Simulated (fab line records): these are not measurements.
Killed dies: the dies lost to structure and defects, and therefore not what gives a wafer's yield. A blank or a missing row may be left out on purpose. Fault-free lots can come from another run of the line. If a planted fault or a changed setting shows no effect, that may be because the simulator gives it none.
fab line records	flow n5Finfet
[record] lots = 6	wafers = 18	lastDay = 18
route steps=1938 shown BEOL_M6@1200 PASSIVATION@1936
lots that met no fault: from a run of the same line without faults
startH: the number of hours between the record's first day and the start of the first shown wafer of the lot	waitH: hours elapsed since this lot's preceding step	" unchanged from the row above	L1.1+2: several wafers, shown together as one row	- no value present, or no start provided	* or withheld: withheld	< > ~ a bound
route shown NAME@n: names a module that has steps shown in the file, with the first one's number in the route	usual: mean/standard deviation of fault-free wafers	same: alike in all rows	chamber/n: place in a boat	sites: the reading at each site	_std_site: standard deviation across them	_edge_site: inner sites' mean taken away from outer sites' mean	radiusMm: for every site, how far away it sits from the centre of the wafer	mask NAME#n: copy n	behind: the last tool/chamber to shape the wafer	hold: what put the lot on hold/how long, in hours/how the hold closed	device: the n, p or np transistor that did not switch	end of line: the same wafers' tests at the end of the route	where a step has no rows: the recipe by itself	killed: at the first sort, the dies lost to defects and structure; wafer yield is something else	map: the dies of a wafer, with x for killed, . for not killed, _ for no die there
set.NAME: the setting the step ran with; set.NAME@STEP: the setting that earlier step ran with	model.NAME: the simulator's own value behind a step, which no gauge read
certain route steps with their lots: each step a table, each wafer a row
services: a tool's chamber out of use, with start hour (startH, from the record's first day; less than 0 if before it), hours out, and reason
[[steps]]
[step N5_BEOL_M6_COAT_60]
[recipe] resist = SiARC	tempC = 220	timeS = 60	spinRpm = 1500	resistThkNm = 35
[step N5_BEOL_M6_COAT_05]
[recipe] resist = CAR-ArF	spinRpm = 1500	resistThkNm = 90
[step N5_BEOL_M6_EBR_07]
[recipe] solvent = PGMEA	ebrWidthMm = 1.5
[step N5_BEOL_M6_SOFTBAKE_06]
[recipe] tempC = 110	timeS = 60	resist = CAR-ArF
[step N5_BEOL_M6_EXPOSE_08]
[recipe] maskId = M6	na = 1.35	sourceShape = dipole	sigmaInner = 0.817	sigmaOuter = 0.97	polarization = te	doseMj = 68.25
[step N5_BEOL_M6_PEB_09]
[recipe] pebTempC = withheld	pebTimeS = 60	resist = CAR-ArF
[step N5_BEOL_M6_DEVELOP_10]
[recipe] developTimeS = 30	developer = TMAH	resist = CAR-ArF	rinseLiquid = diw	dry = airSpin	devTempC = 23
[step N5_BEOL_M6_CD_MEAS_11]
[recipe] targetCdNm = 38.5	landingEnergyEv = 500	detector = seInlens	polarity = opening
[usual] cdNm = 38.6/0.54
[same] landingEnergyEv = 500
lot.wafer	tool	chamber	startH	waitH	cdNm
L110.2	cdSem-01	0	241.12	-	39.4
L110.4	"	0	"	"	39.2
L110.6	"	0	"	"	39.4
L112.1	cdSem-03	0	262.75	-	38.4
L112.3	"	0	"	"	38.2
L112.5	"	0	"	"	38.9
L119.4	cdSem-02	0	302.79	-	39.0
L119.5	"	0	"	"	38.9
L119.6	"	0	"	"	39.5
L125.1	cdSem-03	0	326.30	-	39.3
L125.3	"	0	"	"	38.9
L125.6	"	0	"	"	38.9
L124.3	cdSem-01	0	329.38	-	39.0
L124.5	"	0	"	"	38.7
L124.6	"	0	"	"	38.1
L123.1	cdSem-01	0	329.68	-	39.2
L123.5	"	0	"	"	39.0
L123.6	"	0	"	"	38.8
[step N5_BEOL_M6_OVL_MEAS_12]
[recipe] pointsPerWafer = 44
[usual] M6_OVL = 0.1/0.73
lot.wafer	tool	chamber	startH	waitH	M6_OVL[nm]
L110.2	overlay-01	0	241.15	0.0	0.7
L110.4	"	0	"	"	0.4
L110.6	"	0	"	"	0.1
L112.1	overlay-01	0	262.78	0.0	-0.3
L112.3	"	0	"	"	0.4
L112.5	"	0	"	"	-0.3
L119.4	overlay-01	0	302.81	0.0	1.3
L119.5	"	0	"	"	0.7
L119.6	"	0	"	"	1.1
L125.1	overlay-02	0	326.33	0.0	-0.6
L125.3	"	0	"	"	-0.5
L125.6	"	0	"	"	0.6
L124.3	overlay-02	0	329.41	0.0	-0.8
L124.5	"	0	"	"	-0.4
L124.6	"	0	"	"	-0.3
L123.1	overlay-02	0	329.71	0.0	0.8
L123.5	"	0	"	"	1.1
L123.6	"	0	"	"	0.7
[step N5_BEOL_M6_INSPECT_13]
[recipe] mode = adi	inspectInstrument = brightfield
[usual] rawDefectCount = 404/84
lot.wafer	tool	chamber	startH	waitH	rawDefectCount
L110.2	defectInspect-01	-	241.17	0.0	395
L110.4	"	-	"	"	577
L110.6	"	-	"	"	299
L112.1	defectInspect-02	-	262.81	0.0	471
L112.3	"	-	"	"	440
L112.5	"	-	"	"	465
L119.4	defectInspect-02	-	302.84	0.0	391
L119.5	"	-	"	"	388
L119.6	"	-	"	"	280
L125.1	defectInspect-01	-	326.35	0.0	339
L125.3	"	-	"	"	482
L125.6	"	-	"	"	385
L124.3	defectInspect-02	-	329.44	0.0	363
L124.5	"	-	"	"	283
L124.6	"	-	"	"	370
L123.1	defectInspect-01	-	329.73	0.0	452
L123.5	"	-	"	"	470
L123.6	"	-	"	"	382
[step N5_BEOL_M6_DESCUM_16]
[recipe] chemistry = O2	timeS = 7.9	sourcePowerW = 50	biasPowerW = 20	pressureMtorr = 20	rfFrequencyHz = 2.712e+07	tempC = 40	resist = CAR-ArF	o2FlowSccm = 225
[usual] drypumpMotorCurrentA = 5.5/0.44	o2FlowSccm = 224.9/0.57	oesProductAu = 0.79/0.057	rfVppV = 243.2/1.3	showerheadPlenumPTorr = 2.09/0.065	throttleValvePct = 20.41/0.24
lot.wafer	tool	chamber	startH	waitH	drypumpMotorCurrentA	o2FlowSccm	oesProductAu	rfHoursCounterH	rfVppV	showerheadPlenumPTorr	throttleValvePct
L110.2	rieDiel-02	1	241.20	0.0	5.1	225.2	0.83	61	242.3	2.03	20.40
L110.4	"	0	"	"	5.4	225.3	0.71	176	243.9	2.07	20.52
L110.6	"	0	"	"	5.4	224.7	0.71	-	242.9	2.07	20.51
L112.1	rieDiel-02	2	262.90	0.1	5.1	224.6	0.85	58	242.2	2.03	20.65
L112.3	"	1	"	"	5.1	224.8	0.83	68	242.8	2.03	20.40
L112.5	"	1	"	"	5.1	224.8	0.83	-	241.8	2.03	20.40
L119.4	rieDiel-06	3	303.31	0.5	6.6	224.6	0.75	130	241.4	2.11	20.69
L119.5	"	1	"	"	4.9	224.9	0.70	-	242.1	2.01	20.79
L119.6	"	0	"	"	6.3	224.6	0.82	-	241.0	2.02	20.49
L125.1	rieDiel-03	0	326.78	0.4	5.5	224.3	0.77	124	245.2	2.20	20.06
L125.3	"	2	"	"	5.6	225.1	0.79	82	242.8	2.11	20.09
L125.6	"	1	"	"	6.1	225.0	0.82	-	242.7	2.12	20.25
L124.3	rieDiel-02	2	329.47	0.0	5.1	224.0	0.82	81	244.2	2.03	20.69
L124.5	"	1	"	"	5.0	226.0	0.78	-	243.3	2.02	20.45
L124.6	"	2	"	"	5.1	224.4	0.82	-	241.9	2.03	20.68
L123.1	rieDiel-02	3	329.77	0.0	5.4	225.4	0.73	197	244.8	2.18	20.65
L123.5	"	3	"	"	5.4	225.2	0.72	-	244.0	2.18	20.67
L123.6	"	0	"	"	5.4	224.6	0.69	-	242.9	2.06	20.56
[step N5_BEOL_M6_ETCH_61]
[recipe] chemistry = CF4	target = SiARC	targetDepthA = 455	maskMaterial = CAR-ArF	timeS = 75.8	ionEnergyEv = 80	pressureMtorr = 40	sourceW = 545	biasW = 36	Ar_flow_sccm = 100	cf4FlowSccm = 100	ends = cleared
[usual] drypumpMotorCurrentA = 5.5/0.44	etchRfOnTimeS = 77.2/2	oesProductAu = 0.67/0.05	rfVppV = 184.0/1	showerheadPlenumPTorr = 2.14/0.055	throttleValvePct = 15.61/0.23
lot.wafer	tool	chamber	startH	waitH	drypumpMotorCurrentA	etchRfOnTimeS	oesProductAu	rfHoursCounterH	rfVppV	showerheadPlenumPTorr	throttleValvePct
L110.2	rieDiel-02	1	241.24	0.0	5.1	79.9	0.69	61	182.7	2.10	15.64
L110.4	"	0	"	"	5.4	78.6	0.60	176	185.3	2.14	15.87
L110.6	"	0	"	"	5.4	78.2	0.59	-	184.2	2.14	15.87
L112.1	rieDiel-02	2	262.94	0.0	5.1	74.8	0.74	58	183.7	2.08	15.70
L112.3	"	1	"	"	5.0	79.3	0.69	68	183.1	2.09	15.67
L112.5	"	1	"	"	5.1	78.8	0.69	-	184.1	2.09	15.65
L119.4	rieDiel-06	3	303.35	0.0	6.6	75.1	0.65	130	184.7	2.15	15.79
L119.5	"	1	"	"	4.8	77.0	0.60	-	184.0	2.03	15.80
L119.6	"	0	"	"	6.3	76.2	0.70	-	183.0	2.09	15.74
L125.1	rieDiel-03	0	326.82	0.0	5.5	75.5	0.67	124	184.6	2.22	15.18
L125.3	"	2	"	"	5.6	76.5	0.68	82	184.8	2.17	15.31
L125.6	"	1	"	"	6.1	79.7	0.69	-	184.9	2.17	15.50
L124.3	rieDiel-02	2	329.50	0.0	5.2	75.0	0.71	81	184.3	2.08	15.76
L124.5	"	1	"	"	5.0	80.1	0.66	-	183.9	2.09	15.71
L124.6	"	2	"	"	5.1	74.3	0.71	-	182.3	2.07	15.75
L123.1	rieDiel-02	3	329.80	0.0	5.4	79.4	0.61	197	184.9	2.21	15.80
L123.5	"	3	"	"	5.4	79.4	0.61	-	185.1	2.21	15.80
L123.6	"	0	"	"	5.4	78.6	0.58	-	184.6	2.13	15.95
[step N5_BEOL_M6_ETCH_62]
[recipe] chemistry = N2/H2	target = SOC	targetDepthA = 1100	overetchA = 220	maskMaterial = SiARC	tempC = 40	timeS = 165	ionEnergyEv = 200	pressureMtorr = 30	sourceW = 840	biasW = 150	n2FlowSccm = 200	h2FlowSccm = 200
[usual] drypumpMotorCurrentA = 5.5/0.44	h2FlowSccm = 200.0/0.53	oesProductAu = 0.67/0.046	rfVppV = 523.9/2	showerheadPlenumPTorr = 2.54/0.072	throttleValvePct = 17.80/0.28
lot.wafer	tool	chamber	startH	waitH	drypumpMotorCurrentA	h2FlowSccm	oesProductAu	rfHoursCounterH	rfVppV	showerheadPlenumPTorr	throttleValvePct	model.SiARC_of_BEOL_M6_COAT_60.thkNm
L110.2	rieDiel-02	1	241.29	0.0	5.1	200.2	0.81	61	522.2	2.48	17.92	29.8
L110.4	"	0	"	"	5.4	200.4	0.61	176	524.0	2.53	18.06	28.8
L110.6	"	0	"	"	5.4	199.8	0.61	-	523.2	2.53	18.07	28.6
L112.1	rieDiel-02	2	263.00	0.0	5.1	199.1	0.85	58	522.2	2.48	18.16	29.2
L112.3	"	1	"	"	5.1	200.3	0.69	68	521.6	2.47	17.90	28.6
L112.5	"	1	"	"	5.1	199.7	0.79	-	523.5	2.47	17.92	29.6
L119.4	rieDiel-06	3	303.41	0.0	6.6	199.6	0.64	130	524.3	2.56	18.12	28.2
L119.5	"	1	"	"	4.8	200.0	0.60	-	520.1	2.40	17.93	28.2
L119.6	"	0	"	"	6.2	200.2	0.69	-	522.0	2.46	17.83	28.6
L125.1	rieDiel-03	0	326.87	0.0	5.5	200.4	0.66	124	528.2	2.66	17.34	28.2
L125.3	"	2	"	"	5.6	199.2	0.67	82	523.1	2.56	17.37	28.4
L125.6	"	1	"	"	6.2	199.8	0.70	-	524.3	2.57	17.62	28.4
L124.3	rieDiel-02	2	329.56	0.0	5.2	198.4	0.70	82	523.2	2.47	18.18	28.4
L124.5	"	1	"	"	5.1	199.6	0.68	-	522.3	2.46	17.95	28.8
L124.6	"	2	"	"	5.1	200.1	0.70	-	523.1	2.47	18.18	28.4
L123.1	rieDiel-02	3	329.86	0.0	5.4	199.9	0.62	197	526.6	2.63	17.89	28.8
L123.5	"	3	"	"	5.4	200.7	0.62	-	526.5	2.63	17.88	28.8
L123.6	"	0	"	"	5.4	199.3	0.59	-	524.3	2.52	18.10	28.8
[step N5_BEOL_M6_STRIP_68]
[recipe] chemistry = N2/H2	tempC = 40	n2FlowSccm = 200	h2FlowSccm = 200	rfFrequencyHz = 6e+07
[step N5_PASSIVATION_PROBE_49]
[usual] defectLimitedYield = 91.0/1.5	killed_at_M0_to_M3 = 33/9.4	killed_at_M4_up = 14/4.8	killedAtContacts = 13/7.3	killedAtFrontEnd = 43/13	killedAtOther = 3.6/2.9	killedDies = 106/18	killedOpen = 69/13	killedShort = 35/8.2	sort_bin_5_function = 5.3/1	sort_bin_6_memory = 3.3/0.68	sortNPass = 1074/18	sortYieldPct = 91.0/1.5
[same] grossDies = 1180	killedAtBackSide = 0	sort_bin_4_leakage[%] = 0	sort_bin_8_speed[%] = 0
lot.wafer	tool	chamber	startH	waitH	defectLimitedYield[%]	killed_at_M0_to_M3	killed_at_M4_up	killedAtContacts	killedAtFrontEnd	killedAtOther	killedDies	killedOpen	killedShort	sort_bin_5_function[%]	sort_bin_6_memory[%]	sortNPass	sortYieldPct[%]
L112.5	prober-02	-	356.75	0.2	91.3	31	23	7	39	3	103	65	35	5.8	2.6	1077	91.3
// killed by level:class
L112.5 STI_FIN_REVEAL:geometricParticle:open=13 BEOL_M0_SAQP:geometricParticle:short=9 BEOL_M3:geometricParticle:open=9 BEOL_M2:geometricParticle:open=7 BEOL_M6:geometricParticle:open=6 STARTING-WAFER:geometricParticle:short=6 GATE_CUT:geometricParticle:short=5 MOL_CONTACT_COAG:geometricParticle:open=5
[[services]]
tool	chamber	startH	hours	kind
rieDiel-06	3	237.05	5.0	repair
rieDiel-03	3	307.60	7.1	repair
[[key]]
[firstSign] step = N5_BEOL_M6_ETCH_62	reading = oesProductAu	direction = up	sigmas = 3.2	usual = 0.67	struck = 0.82
effect none on later readings
[modelEffect] step = N5_BEOL_M6_ETCH_62	value = SiARC_of_BEOL_M6_COAT_60.thkNm	without = 28.53	struck = 29.53
metAt N5_BEOL_M6_ETCH_62
struckWafers L110.2,L112.1,L112.5
[fault] kind = processParameterDrift	tool = rieDiel-02	chamber = -	onsetH = 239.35	steps = N5_BEOL_M6_ETCH_62	channel = timeS	offset = *	shape = step	endH = 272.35	scope = struckWafersOnly	actsIn = *	stated = *
